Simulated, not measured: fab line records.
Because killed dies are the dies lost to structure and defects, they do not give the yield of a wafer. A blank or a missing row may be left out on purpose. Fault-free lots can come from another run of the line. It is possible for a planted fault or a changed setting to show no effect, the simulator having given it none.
Matching of chambers / flow n5 finfet / rie diel-06 running N5_BEOL_M8_DESCUM_33: 4 sister chambers
The step chemistry O2, time 7 s. 20 wafers are shown with their chamber, then 10 later ones without.

== WAFERS PAIRED WITH THEIR CHAMBERS ==
wafer=L074.1; chamber=1; showerhead plenum p Torr (Torr)=2.08; throttle valve pct (%)=20.65; oes product au (a.u.)=0.73
wafer=L074.2; chamber=2; showerhead plenum p Torr (Torr)=2.06; throttle valve pct (%)=20.06; oes product au (a.u.)=0.94
wafer=L074.6; chamber=0; showerhead plenum p Torr (Torr)=2.05; throttle valve pct (%)=20.33; oes product au (a.u.)=0.91
wafer=L076.1; chamber=1; showerhead plenum p Torr (Torr)=2.08; throttle valve pct (%)=20.65; oes product au (a.u.)=0.73
wafer=L076.2; chamber=3; showerhead plenum p Torr (Torr)=2.00; throttle valve pct (%)=20.53; oes product au (a.u.)=0.75
wafer=L076.4; chamber=2; showerhead plenum p Torr (Torr)=2.06; throttle valve pct (%)=20.07; oes product au (a.u.)=0.93
wafer=L078.3; chamber=0; showerhead plenum p Torr (Torr)=2.05; throttle valve pct (%)=20.34; oes product au (a.u.)=0.91
wafer=L078.5; chamber=1; showerhead plenum p Torr (Torr)=2.08; throttle valve pct (%)=20.67; oes product au (a.u.)=0.74
wafer=L078.6; chamber=3; showerhead plenum p Torr (Torr)=2.00; throttle valve pct (%)=20.53; oes product au (a.u.)=0.75
wafer=L083.2; chamber=2; showerhead plenum p Torr (Torr)=2.05; throttle valve pct (%)=20.11; oes product au (a.u.)=0.89
wafer=L083.5; chamber=0; showerhead plenum p Torr (Torr)=2.04; throttle valve pct (%)=20.36; oes product au (a.u.)=0.87
wafer=L083.6; chamber=3; showerhead plenum p Torr (Torr)=2.00; throttle valve pct (%)=20.56; oes product au (a.u.)=0.73
wafer=L082.1; chamber=0; showerhead plenum p Torr (Torr)=2.04; throttle valve pct (%)=20.36; oes product au (a.u.)=0.89
wafer=L082.4; chamber=3; showerhead plenum p Torr (Torr)=2.00; throttle valve pct (%)=20.55; oes product au (a.u.)=0.74
wafer=L082.5; chamber=1; showerhead plenum p Torr (Torr)=2.08; throttle valve pct (%)=20.70; oes product au (a.u.)=0.72
wafer=L089.1; chamber=0; showerhead plenum p Torr (Torr)=2.04; throttle valve pct (%)=20.37; oes product au (a.u.)=0.87
wafer=L089.2; chamber=2; showerhead plenum p Torr (Torr)=2.05; throttle valve pct (%)=20.13; oes product au (a.u.)=0.88
wafer=L089.5; chamber=0; showerhead plenum p Torr (Torr)=2.04; throttle valve pct (%)=20.38; oes product au (a.u.)=0.86
wafer=L091.2; chamber=0; showerhead plenum p Torr (Torr)=2.04; throttle valve pct (%)=20.38; oes product au (a.u.)=0.87
wafer=L091.4; chamber=2; showerhead plenum p Torr (Torr)=2.05; throttle valve pct (%)=20.12; oes product au (a.u.)=0.87

SIGNATURES, as means of the wafers listed above
reading=showerhead plenum p Torr; chamber 0=2.0429; chamber 1=2.0800; chamber 2=2.0540; chamber 3=2.0000; scatter within a chamber=0.00405
reading=throttle valve pct; chamber 0=20.3600; chamber 1=20.6675; chamber 2=20.0980; chamber 3=20.5425; scatter within a chamber=0.023
reading=oes product au; chamber 0=0.8829; chamber 1=0.7300; chamber 2=0.9020; chamber 3=0.7425; scatter within a chamber=0.0208
Rule: for a wafer and a chamber, the distance is found by dividing, reading by reading, the gap between the wafer's reading and the chamber's mean by the reading's scatter, squaring, summing and taking the root. The wafer belongs to the nearest chamber; if the next one is less than 2 further off, it can't be placed. How the scatter is found: for the shown wafers, subtract from each reading the mean of its chamber, square and add these, divide the total by (wafers less chambers), then take the root.

== WAFERS WITHOUT THEIR CHAMBER ==
wafer=L091.5; showerhead plenum p Torr (Torr)=2.04; throttle valve pct (%)=20.39; oes product au (a.u.)=0.86
wafer=L095.3; showerhead plenum p Torr (Torr)=2.05; throttle valve pct (%)=20.14; oes product au (a.u.)=0.87
wafer=L095.4; showerhead plenum p Torr (Torr)=2.07; throttle valve pct (%)=20.73; oes product au (a.u.)=0.71
wafer=L095.5; showerhead plenum p Torr (Torr)=1.99; throttle valve pct (%)=20.59; oes product au (a.u.)=0.72
wafer=L094.2; showerhead plenum p Torr (Torr)=2.04; throttle valve pct (%)=20.14; oes product au (a.u.)=0.86
wafer=L094.3; showerhead plenum p Torr (Torr)=2.07; throttle valve pct (%)=20.71; oes product au (a.u.)=0.70
wafer=L094.5; showerhead plenum p Torr (Torr)=2.05; throttle valve pct (%)=20.15; oes product au (a.u.)=0.86
wafer=L097.1; showerhead plenum p Torr (Torr)=2.03; throttle valve pct (%)=20.41; oes product au (a.u.)=0.84
wafer=L097.2; showerhead plenum p Torr (Torr)=2.07; throttle valve pct (%)=20.74; oes product au (a.u.)=0.70
wafer=L097.3; showerhead plenum p Torr (Torr)=1.99; throttle valve pct (%)=20.60; oes product au (a.u.)=0.70

== WHICH CHAMBER EACH WENT THROUGH ==
wafer=L091.5; from the rows above=0; in truth=0
wafer=L095.3; from the rows above=2; in truth=2
wafer=L095.4; from the rows above=1; in truth=1
wafer=L095.5; from the rows above=3; in truth=3
wafer=L094.2; from the rows above=2; in truth=2
wafer=L094.3; from the rows above=1; in truth=1
wafer=L094.5; from the rows above=2; in truth=2
wafer=L097.1; from the rows above=0; in truth=0
wafer=L097.2; from the rows above=1; in truth=1
wafer=L097.3; from the rows above=3; in truth=3
10 of 10 placed correctly. Number that these rows cannot place: 0. Number placed wrongly: 0.
